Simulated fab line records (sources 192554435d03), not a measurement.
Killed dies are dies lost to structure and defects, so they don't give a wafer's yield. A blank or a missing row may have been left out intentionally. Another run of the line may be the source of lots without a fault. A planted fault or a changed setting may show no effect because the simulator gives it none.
fab line records	flow n5Finfet
record: lots: 24	wafers: 72	lastDay: 18
route steps=1938 shown BEOL_M2@916
lots that met no fault: taken from a fault-free run of the same line
startH: hours from the record's first day to the start of the lot's first wafer shown	waitH: hours elapsed since this lot's preceding step	" identical to the entry in the row above	L1.1+2: a row that stands for several wafers	- value missing, or start not given	* or withheld: withheld	< > ~ a bound
route shown NAME@n: NAME is a module with steps in the file, n the number in the route of the first one	usual: mean and standard deviation over wafers with no fault	same: alike in all rows	chamber/n: place in a boat	sites: the reading at each site	_std_site: how widely they spread, as a standard deviation	_edge_site: inner sites' mean taken away from outer sites' mean	radiusMm: for every site, how far away it sits from the centre of the wafer	mask NAME#n: copy n	behind: the most recent tool/chamber to have shaped the wafer	hold: why the lot went on hold/how many hours it stayed there/how the hold came to an end	device: whichever transistor did not switch (one of n, p or np)	end of line: the route-end tests of the same wafers	a step without rows: its recipe alone	killed: not the wafer's yield, but the dies lost to structure and defects at the first sort	map: a wafer's dies, x killed, . not, _ none there
set.NAME: the setting the step ran with; set.NAME@STEP: the setting that earlier step ran with	model.NAME: the simulator's own value behind a step, which no gauge read
route steps across a sampled set of lots; one table per step, one row per wafer
services: when a tool's chamber went out of use (startH, in hours from the record's first day, below 0 if earlier), for how many hours, and the reason
== steps ==
step: N5_BEOL_M2_SPUTTER_92
recipe: material: Cu	targetThkA: 45	tempC: -20	chamberPressurePa: 0.07	powerW: withheld	timeS: 8.29
usual: throttleValvePct: 29.9/1
lot.wafer	tool	chamber	startH	waitH	throttleValvePct
L074.3	pvdSputter-03	-	142.45	0.1	30.4
L074.4	"	-	"	"	28.4
L074.6	"	-	"	"	28.1
L075.1	pvdSputter-03	-	151.22	0.1	29.5
L075.3	"	-	"	"	29.6
L075.5	"	-	"	"	29.6
L076.3	pvdSputter-01	-	160.04	0.1	31.0
L076.5	"	-	"	"	28.9
L076.6	"	-	"	"	30.5
L077.1	pvdSputter-01	-	168.41	0.1	29.2
L077.2	"	-	"	"	31.2
L077.6	"	-	"	"	31.1
L078.3	pvdSputter-03	-	172.03	0.1	28.0
L078.5	"	-	"	"	28.2
L078.6	"	-	"	"	30.4
L079.2	pvdSputter-03	-	187.72	0.1	29.6
L079.3	"	-	"	"	28.2
L079.6	"	-	"	"	29.6
L080.1	pvdSputter-02	-	191.00	0.1	31.6
L080.2	"	-	"	"	30.5
L080.3	"	-	"	"	30.3
L081.1	pvdSputter-03	-	191.36	0.1	29.2
L081.3	"	-	"	"	30.3
L081.6	"	-	"	"	30.4
L082.4	pvdSputter-02	-	192.84	0.1	29.3
L082.5	"	-	"	"	32.0
L082.6	"	-	"	"	30.3
L083.3	pvdSputter-03	-	195.93	0.1	28.0
L083.4	"	-	"	"	29.5
L083.6	"	-	"	"	29.2
L084.1	pvdSputter-03	-	202.29	0.1	30.2
L084.4	"	-	"	"	29.5
L084.6	"	-	"	"	28.1
L085.2	pvdSputter-03	-	206.07	0.1	30.1
L085.3	"	-	"	"	29.6
L085.4	"	-	"	"	29.6
L086.1	pvdSputter-02	-	220.61	0.1	29.0
L086.2	"	-	"	"	31.7
L086.3	"	-	"	"	30.3
L087.1	pvdSputter-02	-	223.49	0.1	31.8
L087.4	"	-	"	"	30.6
L087.5	"	-	"	"	31.5
L088.1	pvdSputter-02	-	236.63	0.1	31.7
L088.3	"	-	"	"	30.4
L088.6	"	-	"	"	30.7
L089.3	pvdSputter-03	-	240.33	0.1	29.4
L089.4	"	-	"	"	29.9
L089.6	"	-	"	"	29.8
L090.2	pvdSputter-02	-	243.16	0.1	30.2
L090.4	"	-	"	"	30.7
L090.6	"	-	"	"	31.4
L093.2	pvdSputter-01	-	249.82	0.1	30.7
L093.4	"	-	"	"	29.1
L093.5	"	-	"	"	30.6
L091.2	pvdSputter-02	-	260.74	0.1	30.5
L091.4	"	-	"	"	29.5
L091.5	"	-	"	"	31.8
L094.3	pvdSputter-02	-	264.46	0.1	29.2
L094.4	"	-	"	"	31.6
L094.5	"	-	"	"	29.3
L095.2	pvdSputter-02	-	270.26	0.1	30.2
L095.3	"	-	"	"	30.7
L095.5	"	-	"	"	31.8
L092.1	pvdSputter-01	-	270.86	0.1	29.0
L092.2	"	-	"	"	31.2
L092.5	"	-	"	"	31.3
L096.2	pvdSputter-02	-	273.12	0.1	30.9
L096.4	"	-	"	"	31.9
L096.6	"	-	"	"	31.6
L097.2	pvdSputter-03	-	276.11	0.1	29.5
L097.3	"	-	"	"	30.2
L097.5	"	-	"	"	29.1
step: N5_BEOL_M2_ANNEAL_95
recipe: tempC: 400	timeS: 240	ambient: vacuum
usual: heaterPowerW: 827/86
lot.wafer	tool	chamber	startH	waitH	heaterPowerW
L074.3	pvdSputter-03	-	142.75	0.0	768
L074.4	"	-	"	"	787
L074.6	"	-	"	"	792
L075.1	pvdSputter-03	-	151.52	0.0	884
L075.3	"	-	"	"	985
L075.5	"	-	"	"	995
L076.3	pvdSputter-01	-	160.34	0.0	887
L076.5	"	-	"	"	767
L076.6	"	-	"	"	759
L077.1	pvdSputter-01	-	168.71	0.0	795
L077.2	"	-	"	"	882
L077.6	"	-	"	"	869
L078.3	pvdSputter-03	-	172.33	0.0	786
L078.5	"	-	"	"	788
L078.6	"	-	"	"	770
L079.2	pvdSputter-03	-	188.02	0.0	884
L079.3	"	-	"	"	760
L079.6	"	-	"	"	877
L080.1	pvdSputter-02	-	191.30	0.0	771
L080.2	"	-	"	"	855
L080.3	"	-	"	"	703
L081.1	pvdSputter-03	-	191.66	0.0	1010
L081.3	"	-	"	"	757
L081.6	"	-	"	"	746
L082.4	pvdSputter-02	-	193.14	0.0	818
L082.5	"	-	"	"	794
L082.6	"	-	"	"	707
L083.3	pvdSputter-03	-	196.23	0.0	788
L083.4	"	-	"	"	882
L083.6	"	-	"	"	985
L084.1	pvdSputter-03	-	202.59	0.0	773
L084.4	"	-	"	"	1036
L084.6	"	-	"	"	751
L085.2	pvdSputter-03	-	206.37	0.0	748
L085.3	"	-	"	"	877
L085.4	"	-	"	"	1008
L086.1	pvdSputter-02	-	220.91	0.0	817
L086.2	"	-	"	"	768
L086.3	"	-	"	"	705
L087.1	pvdSputter-02	-	223.79	0.0	803
L087.4	"	-	"	"	871
L087.5	"	-	"	"	787
L088.1	pvdSputter-02	-	236.93	0.0	780
L088.3	"	-	"	"	855
L088.6	"	-	"	"	815
L089.3	pvdSputter-03	-	240.63	0.0	1023
L089.4	"	-	"	"	870
L089.6	"	-	"	"	864
L090.2	pvdSputter-02	-	243.46	0.0	716
L090.4	"	-	"	"	876
L090.6	"	-	"	"	782
L093.2	pvdSputter-01	-	250.12	0.0	751
L093.4	"	-	"	"	775
L093.5	"	-	"	"	746
L091.2	pvdSputter-02	-	261.04	0.0	847
L091.4	"	-	"	"	793
L091.5	"	-	"	"	793
L094.3	pvdSputter-02	-	264.76	0.0	814
L094.4	"	-	"	"	774
L094.5	"	-	"	"	843
L095.2	pvdSputter-02	-	270.56	0.0	721
L095.3	"	-	"	"	856
L095.5	"	-	"	"	775
L092.1	pvdSputter-01	-	271.16	0.0	783
L092.2	"	-	"	"	881
L092.5	"	-	"	"	886
L096.2	pvdSputter-02	-	273.42	0.0	861
L096.4	"	-	"	"	791
L096.6	"	-	"	"	778
L097.2	pvdSputter-03	-	276.41	0.0	868
L097.3	"	-	"	"	760
L097.5	"	-	"	"	1030
step: N5_BEOL_M2_ANNEAL_51
recipe: tempC: 225	timeS: 90	ambient: N2
usual: wafer_temp_C_max: 225.84/0.26
lot.wafer	tool	chamber	startH	waitH	wafer_temp_C_max
L074.3	rtpAnneal-02	0	143.18	0.1	225.81
L074.4	"	0	"	"	226.06
L074.6	"	0	"	"	225.81
L075.1	rtpAnneal-02	0	151.86	0.1	225.85
L075.3	"	0	"	"	225.45
L075.5	"	0	"	"	225.72
L076.3	rtpAnneal-02	0	160.77	0.1	225.93
L076.5	"	0	"	"	225.63
L076.6	"	0	"	"	225.79
L077.1	rtpAnneal-02	0	169.04	0.1	225.93
L077.2	"	0	"	"	225.98
L077.6	"	0	"	"	225.90
L078.3	rtpAnneal-01	0	172.76	0.1	226.29
L078.5	"	0	"	"	226.06
L078.6	"	0	"	"	225.95
L079.2	rtpAnneal-01	0	188.40	0.1	225.82
L079.3	"	0	"	"	226.26
L079.6	"	0	"	"	225.80
L080.1	rtpAnneal-02	0	191.64	0.1	225.67
L080.2	"	0	"	"	226.01
L080.3	"	0	"	"	225.82
L081.1	rtpAnneal-01	0	192.00	0.1	225.44
L081.3	"	0	"	"	225.99
L081.6	"	0	"	"	225.60
L082.4	rtpAnneal-01	0	193.65	0.2	225.81
L082.5	"	0	"	"	225.91
L082.6	"	0	"	"	225.50
L083.3	rtpAnneal-02	0	196.65	0.1	225.46
L083.4	"	0	"	"	225.74
L083.6	"	0	"	"	225.79
L084.1	rtpAnneal-01	0	202.94	0.1	225.35
L084.4	"	0	"	"	225.86
L084.6	"	0	"	"	225.60
L085.2	rtpAnneal-01	0	206.75	0.1	225.92
L085.3	"	0	"	"	225.77
L085.4	"	0	"	"	225.91
L086.1	rtpAnneal-01	0	221.24	0.1	226.09
L086.2	"	0	"	"	226.03
L086.3	"	0	"	"	225.94
L087.1	rtpAnneal-01	0	224.17	0.1	226.40
L087.4	"	0	"	"	225.95
L087.5	"	0	"	"	225.92
L088.1	rtpAnneal-01	0	237.54	0.3	225.81
L088.3	"	0	"	"	225.65
L088.6	"	0	"	"	226.14
L089.3	rtpAnneal-01	0	241.14	0.2	225.63
L089.4	"	0	"	"	225.91
L089.6	"	0	"	"	226.11
L090.2	rtpAnneal-02	0	243.84	0.1	226.01
L090.4	"	0	"	"	225.61
L090.6	"	0	"	"	225.92
L093.2	rtpAnneal-02	0	250.59	0.2	226.02
L093.4	"	0	"	"	225.65
L093.5	"	0	"	"	225.47
L091.2	rtpAnneal-02	0	261.42	0.1	225.45
L091.4	"	0	"	"	225.71
L091.5	"	0	"	"	225.48
L094.3	rtpAnneal-02	0	265.46	0.4	225.89
L094.4	"	0	"	"	225.41
L094.5	"	0	"	"	225.40
L095.2	rtpAnneal-01	0	271.08	0.2	226.12
L095.3	"	0	"	"	226.35
L095.5	"	0	"	"	226.15
L092.1	rtpAnneal-02	0	271.49	0.1	225.28
L092.2	"	0	"	"	225.49
L092.5	"	0	"	"	225.68
L096.2	rtpAnneal-02	0	273.80	0.1	225.76
L096.4	"	0	"	"	225.72
L096.6	"	0	"	"	225.80
L097.2	rtpAnneal-01	0	276.83	0.2	225.87
L097.3	"	0	"	"	225.91
L097.5	"	0	"	"	225.90
step: N5_BEOL_M2_THK_MEAS_53
recipe: thkMeasGauge: xrf	reads: Cu_of_BEOL_M2_ECD_50
usual: M2_THK: 39.5/1.3
lot.wafer	tool	chamber	startH	waitH	M2_THK[nm]
L074.3	filmMetro-01	-	143.68	-	38.6
L074.4	"	-	"	"	36.7
L074.6	"	-	"	"	36.8
L075.1	filmMetro-01	-	152.45	-	40.5
L075.3	"	-	"	"	37.7
L075.5	"	-	"	"	39.2
L076.3	filmMetro-01	-	161.27	-	38.7
L076.5	"	-	"	"	38.5
L076.6	"	-	"	"	38.2
L077.1	filmMetro-01	-	169.65	-	40.8
L077.2	"	-	"	"	39.8
L077.6	"	-	"	"	39.3
L078.3	filmMetro-02	-	173.26	-	40.1
L078.5	"	-	"	"	41.0
L078.6	"	-	"	"	40.6
L079.2	filmMetro-02	-	188.95	-	39.2
L079.3	"	-	"	"	40.9
L079.6	"	-	"	"	40.7
L080.1	filmMetro-02	-	192.23	-	38.3
L080.2	"	-	"	"	38.5
L080.3	"	-	"	"	41.2
L081.1	filmMetro-01	-	192.59	-	40.6
L081.3	"	-	"	"	40.3
L081.6	"	-	"	"	40.5
L082.4	filmMetro-01	-	194.11	-	41.4
L082.5	"	-	"	"	40.8
L082.6	"	-	"	"	37.5
L083.3	filmMetro-01	-	197.16	-	40.1
L083.4	"	-	"	"	38.8
L083.6	"	-	"	"	41.1
L084.1	filmMetro-02	-	203.53	-	38.5
L084.4	"	-	"	"	39.1
L084.6	"	-	"	"	39.7
L085.2	filmMetro-02	-	207.30	-	39.8
L085.3	"	-	"	"	40.5
L085.4	"	-	"	"	38.7
L086.1	filmMetro-01	-	221.83	-	42.0
L086.2	"	-	"	"	40.1
L086.3	"	-	"	"	39.8
L087.1	filmMetro-02	-	224.76	-	40.4
L087.4	"	-	"	"	42.3
L087.5	"	-	"	"	39.2
L088.1	filmMetro-02	-	238.40	-	38.4
L088.3	"	-	"	"	38.7
L088.6	"	-	"	"	40.3
L089.3	filmMetro-02	-	241.87	-	39.8
L089.4	"	-	"	"	39.7
L089.6	"	-	"	"	41.0
L090.2	filmMetro-02	-	244.39	-	38.9
L090.4	"	-	"	"	37.6
L090.6	"	-	"	"	41.4
L093.2	filmMetro-01	-	251.15	-	40.3
L093.4	"	-	"	"	40.3
L093.5	"	-	"	"	40.2
L091.2	filmMetro-01	-	261.97	-	38.7
L091.4	"	-	"	"	40.7
L091.5	"	-	"	"	39.2
L094.3	filmMetro-01	-	265.97	-	39.9
L094.4	"	-	"	"	38.9
L094.5	"	-	"	"	41.1
L092.1	filmMetro-01	-	272.08	-	40.0
L092.2	"	-	"	"	38.7
L092.5	"	-	"	"	39.1
L095.2	filmMetro-02	-	272.30	-	40.5
L095.3	"	-	"	"	37.0
L095.5	"	-	"	"	39.2
L096.2	filmMetro-01	-	274.35	-	38.2
L096.4	"	-	"	"	36.4
L096.6	"	-	"	"	39.0
L097.2	filmMetro-01	-	277.60	-	37.8
L097.3	"	-	"	"	38.5
L097.5	"	-	"	"	36.0
step: N5_BEOL_M2_DEP_57
recipe: material: SiCN	targetThkA: 80	tempC: withheld	precursor: 3MS/NH3	pressureTorr: 3	rfW: 202	timeS: 14
usual: showerheadPlenumPTorr: 3.669/0.013	throttleValvePct: 8.9/0.49
lot.wafer	tool	chamber	startH	waitH	showerheadPlenumPTorr	throttleValvePct
L074.3	pecvd-02	1	143.87	0.0	3.652	9.1
L074.4	"	0	"	"	3.655	9.3
L074.6	"	2	"	"	3.667	8.0
L075.1	pecvd-04	1	152.65	0.0	3.670	9.4
L075.3	"	1	"	"	3.667	9.1
L075.5	"	0	"	"	3.679	8.4
L076.3	pecvd-04	0	161.46	0.0	3.679	8.6
L076.5	"	0	"	"	3.695	8.4
L076.6	"	1	"	"	3.672	9.5
L077.1	pecvd-04	2	169.84	0.0	3.675	8.3
L077.2	"	0	"	"	3.692	8.4
L077.6	"	1	"	"	3.678	9.2
L078.3	pecvd-01	1	173.45	0.0	3.670	9.6
L078.5	"	1	"	"	3.663	9.6
L078.6	"	0	"	"	3.672	9.0
L079.2	pecvd-02	2	189.15	0.0	3.683	7.9
L079.3	"	0	"	"	3.661	9.8
L079.6	"	2	"	"	3.673	8.2
L080.1	pecvd-04	0	192.43	0.0	3.687	8.5
L080.2	"	2	"	"	3.667	8.4
L080.3	"	1	"	"	3.678	9.4
L081.1	pecvd-04	0	192.78	0.0	3.680	8.7
L081.3	"	2	"	"	3.675	8.3
L081.6	"	2	"	"	3.662	8.5
L082.4	pecvd-01	1	194.32	0.0	3.652	9.8
L082.5	"	2	"	"	3.654	8.3
L082.6	"	0	"	"	3.678	8.9
L083.3	pecvd-02	0	197.35	0.0	3.664	9.6
L083.4	"	0	"	"	3.647	9.5
L083.6	"	2	"	"	3.684	8.1
L084.1	pecvd-01	2	203.73	0.0	3.666	8.3
L084.4	"	2	"	"	3.655	8.7
L084.6	"	0	"	"	3.664	8.8
L085.2	pecvd-02	1	207.49	0.0	3.645	9.1
L085.3	"	0	"	"	3.658	9.5
L085.4	"	1	"	"	3.642	9.0
L086.1	pecvd-04	0	222.05	0.0	3.690	8.5
L086.2	"	1	"	"	3.665	8.9
L086.3	"	2	"	"	3.681	8.1
L087.1	pecvd-01	1	224.96	0.0	3.676	9.5
L087.4	"	0	"	"	3.668	8.9
L087.5	"	1	"	"	3.666	9.7
L088.1	pecvd-04	1	238.67	0.0	3.666	9.2
L088.3	"	0	"	"	3.685	8.6
L088.6	"	0	"	"	3.682	8.6
L089.3	pecvd-04	1	242.27	0.0	3.680	9.2
L089.4	"	0	"	"	3.687	8.6
L089.6	"	1	"	"	3.679	9.3
L090.2	pecvd-02	2	244.59	0.0	3.678	8.3
L090.4	"	2	"	"	3.686	8.1
L090.6	"	0	"	"	3.667	9.2
L093.2	pecvd-02	1	251.35	0.0	3.646	9.1
L093.4	"	2	"	"	3.678	8.2
L093.5	"	1	"	"	3.636	9.0
L091.2	pecvd-01	1	262.16	0.0	3.672	9.3
L091.4	"	1	"	"	3.662	9.3
L091.5	"	0	"	"	3.676	9.0
L094.3	pecvd-02	0	266.16	0.0	3.663	9.4
L094.4	"	0	"	"	3.654	9.4
L094.5	"	1	"	"	3.644	9.0
L092.1	pecvd-02	0	272.29	0.0	3.658	9.5
L092.2	"	1	"	"	3.648	8.9
L092.5	"	1	"	"	3.639	9.0
L095.2	pecvd-01	1	272.49	0.0	3.670	9.5
L095.3	"	2	"	"	3.654	8.5
L095.5	"	1	"	"	3.663	9.4
L096.2	pecvd-01	2	274.54	0.0	3.665	8.6
L096.4	"	2	"	"	3.670	8.4
L096.6	"	0	"	"	3.680	8.8
L097.2	pecvd-04	1	277.80	0.0	3.679	9.0
L097.3	"	0	"	"	3.690	8.4
L097.5	"	1	"	"	3.686	9.3
step: N5_BEOL_M2_RS_MEAS_58
recipe: thkMeasGauge: four-point-probe	reads: Co_of_BEOL_M2_CO_CAP_55+Cu_of_BEOL_M2_ECD_50+Co_of_BEOL_M2_CVD_47+TaN_of_BEOL_M2_ALD_84
usual: M2_RS: 0.673/0.029
lot.wafer	tool	chamber	startH	waitH	M2_RS[ohm/sq]
L074.3	filmMetro-01	-	143.94	0.1	0.680
L074.4	"	-	"	"	0.725
L074.6	"	-	"	"	0.727
L075.1	filmMetro-01	-	152.74	0.1	0.646
L075.3	"	-	"	"	0.715
L075.5	"	-	"	"	0.675
L076.3	filmMetro-01	-	161.53	0.1	0.700
L076.5	"	-	"	"	0.703
L076.6	"	-	"	"	0.706
L077.1	filmMetro-01	-	169.91	0.0	0.640
L077.2	"	-	"	"	0.662
L077.6	"	-	"	"	0.673
L078.3	filmMetro-02	-	173.52	0.1	0.677
L078.5	"	-	"	"	0.657
L078.6	"	-	"	"	0.666
L079.2	filmMetro-01	-	189.22	0.1	0.689
L079.3	"	-	"	"	0.653
L079.6	"	-	"	"	0.662
L080.1	filmMetro-01	-	192.49	0.0	0.706
L080.2	"	-	"	"	0.699
L080.3	"	-	"	"	0.641
L081.1	filmMetro-02	-	192.85	0.0	0.647
L081.3	"	-	"	"	0.656
L081.6	"	-	"	"	0.648
L082.4	filmMetro-01	-	194.37	0.0	0.629
L082.5	"	-	"	"	0.635
L082.6	"	-	"	"	0.708
L083.3	filmMetro-01	-	197.42	0.1	0.646
L083.4	"	-	"	"	0.676
L083.6	"	-	"	"	0.628
L084.1	filmMetro-02	-	203.79	0.0	0.694
L084.4	"	-	"	"	0.682
L084.6	"	-	"	"	0.669
L085.2	filmMetro-01	-	207.56	0.1	0.662
L085.3	"	-	"	"	0.647
L085.4	"	-	"	"	0.687
L086.1	filmMetro-02	-	222.12	0.0	0.615
L086.2	"	-	"	"	0.654
L086.3	"	-	"	"	0.660
L087.1	filmMetro-02	-	225.02	0.0	0.657
L087.4	"	-	"	"	0.621
L087.5	"	-	"	"	0.686
L088.1	filmMetro-01	-	238.75	0.1	0.692
L088.3	"	-	"	"	0.685
L088.6	"	-	"	"	0.649
L089.3	filmMetro-02	-	242.34	0.1	0.670
L089.4	"	-	"	"	0.671
L089.6	"	-	"	"	0.646
L090.2	filmMetro-01	-	244.65	0.1	0.688
L090.4	"	-	"	"	0.721
L090.6	"	-	"	"	0.632
L093.2	filmMetro-01	-	251.42	0.1	0.647
L093.4	"	-	"	"	0.644
L093.5	"	-	"	"	0.653
L091.2	filmMetro-01	-	262.23	0.1	0.683
L091.4	"	-	"	"	0.637
L091.5	"	-	"	"	0.671
L094.3	filmMetro-02	-	266.23	0.1	0.660
L094.4	"	-	"	"	0.683
L094.5	"	-	"	"	0.632
L092.1	filmMetro-01	-	272.37	0.1	0.660
L092.2	"	-	"	"	0.684
L092.5	"	-	"	"	0.676
L095.2	filmMetro-01	-	272.56	0.1	0.668
L095.3	"	-	"	"	0.745
L095.5	"	-	"	"	0.695
L096.2	filmMetro-02	-	274.61	0.1	0.697
L096.4	"	-	"	"	0.742
L096.6	"	-	"	"	0.677
L097.2	filmMetro-02	-	277.86	0.1	0.709
L097.3	"	-	"	"	0.696
L097.5	"	-	"	"	0.759
== services ==
tool	chamber	startH	hours	kind
pecvd-01	0	124.34	8.1	repair
pecvd-02	-	144.48	2.8	pm
rtpAnneal-02	-	144.60	0.8	pm
pecvd-04	2	150.65	5.5	scheduledDown
pecvd-02	0	159.36	2.1	scheduledDown
pecvd-02	-	177.29	1.3	repair
pecvd-04	2	179.89	4.6	scheduledDown
pecvd-01	2	187.71	5.5	scheduledDown
pecvd-02	0	199.26	5.5	scheduledDown
pecvd-04	2	233.81	14.8	repair
pecvd-04	-	237.05	0.8	repair
pecvd-04	-	264.72	2.1	repair
pecvd-02	2	268.35	5.5	scheduledDown
pvdSputter-01	-	272.12	7.8	repair
== key ==
fault none
